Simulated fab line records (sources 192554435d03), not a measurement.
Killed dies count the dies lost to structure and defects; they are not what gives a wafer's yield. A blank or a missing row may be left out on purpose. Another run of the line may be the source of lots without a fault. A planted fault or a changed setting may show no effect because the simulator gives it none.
A struck lot beside a sound one || flow n5-finfet || 16 steps out of a route of 1938
Sound: wafers L200.2, L200.3, L200.4. Wafers L216.1, L216.3, L216.5 were the ones struck. The cause comes at the end.
Each step with rows lists, per side, the tool, then ch with its chambers, then its first start. Under that, the readings that differ: sound wafers || struck wafers || difference of the means || sigmas: that difference in standard deviations of wafers without a fault.
alike: same words and numbers on both sides, and readings whose means sit less than 2 such deviations apart. not compared: any withheld reading, any reading some wafer has no value for, any bound like >300 that may hide the same value, and any number with overlapping values for which the record gives no deviation.
The two part at a step that has a row with sigmas, a row that says differs or no value, or rows on one side only. When numbers do not overlap yet have no deviation, they are printed without sigmas and do not part them. A reading missing from all wafers of one side parts the sides only when that side holds two or more wafers.

N5_BEOL_M2_ALD_84: deposits TaN, pulse time 2 s, purge time 3 s, co reactant purge time 2 s.
  sound on ald-metal-04 ch 0,1,2, day 7 14:16; struck on ald-metal-03 ch 2,3, day 11 19:28
  alike: heater-power-w
  not compared: since-wet-clean-h
then, 2 steps without rows for these wafers: N5_BEOL_M2_SURFACE_TREAT_85; N5_BEOL_M2_CVD_47 (deposits Co from CCTBA/H2, target thk 3 nm, time 223.8 s).
N5_BEOL_M2_SPUTTER_48: material Cu, target thk 4.5 nm, time 8.29 s.
  sound on pvd-sputter-02, day 7 14:59; struck on pvd-sputter-01, day 11 21:45
  alike: chuck-gas-flow-sccm, throttle-valve-pct
then, 3 steps without rows for these wafers: N5_BEOL_M2_ANNEAL_49 (time 240 s); N5_BEOL_M2_SPUTTER_79 (material Cu, target thk 4.5 nm, time 8.29 s); N5_BEOL_M2_ANNEAL_80 (time 240 s).
N5_BEOL_M2_SPUTTER_81: material Cu, target thk 4.5 nm, time 8.29 s.
  sound on pvd-sputter-02, day 7 15:25; struck on pvd-sputter-01, day 11 22:11
  alike: chuck-gas-flow-sccm, throttle-valve-pct
then, 1 step without rows for these wafers: N5_BEOL_M2_ANNEAL_82 (time 240 s).
N5_BEOL_M2_SPUTTER_86: material Cu, target thk 4.5 nm, time 8.29 s.
  sound on pvd-sputter-02, day 7 15:38; struck on pvd-sputter-01, day 11 22:25
{"reading": "chuck-gas-flow-sccm (sccm)", "sound": "1.36 1.34 1.30", "struck": "1.20 1.21 1.25", "difference": -0.11, "sigmas": -2}
  alike: throttle-valve-pct
then, 1 step without rows for these wafers: N5_BEOL_M2_ANNEAL_87 (time 240 s).
N5_BEOL_M2_SPUTTER_88: material Cu, target thk 4.5 nm, time 8.29 s.
  sound on pvd-sputter-02, day 7 15:52; struck on pvd-sputter-01, day 11 22:38
  alike: chuck-gas-flow-sccm, throttle-valve-pct
N5_BEOL_M2_ANNEAL_89: time 240 s.
  sound on pvd-sputter-02, day 7 15:56; struck on pvd-sputter-01, day 11 22:43
  no value came back on the struck wafers for heater-power-w (W), susceptor-temp-C (C); on the sound wafers heater-power-w (W) reads 874 753 838
then, 1 step without rows for these wafers: N5_BEOL_M2_SPUTTER_90 (material Cu, target thk 4.5 nm, time 8.29 s).
N5_BEOL_M4_RC_MEAS_101:
  sound on prober-02 ch 0, day 8 17:19; struck on prober-01 ch 0, day 12 19:45
  alike: DIBL_N, DIBL_P, IOFF_N, IOFF_P, ION_N, ION_P, SS_N, SS_P, VT_N, VT_P
-- the record jumps here: 4 days lie between the struck wafers' starts before and after (it left off in module BEOL_M4 and takes up again in module PASSIVATION, whose first step shown is number 1936 of the route) --
N5_PASSIVATION_PROBE_49:
  sound on prober-01, day 12 22:04; struck on prober-01, day 16 20:55
  alike: defect-limited-yield, killed_at_M0_to_M3, killed_at_M4_up, killed-at-contacts, killed-at-front-end, killed-at-other, killed-dies, killed-open, killed-short, sort_bin_5_function, sort_bin_6_memory, sort_bin_8_speed, sort-n-pass, sort-yield-pct

== WHERE THEY PART ==
Earliest at N5_BEOL_M2_SPUTTER_86; latest, in this record, at N5_BEOL_M2_ANNEAL_89. Later steps at which nothing parts them and some readings are alike: N5_BEOL_M4_RC_MEAS_101, N5_PASSIVATION_PROBE_49.

WHY: whatever the simulator had introduced
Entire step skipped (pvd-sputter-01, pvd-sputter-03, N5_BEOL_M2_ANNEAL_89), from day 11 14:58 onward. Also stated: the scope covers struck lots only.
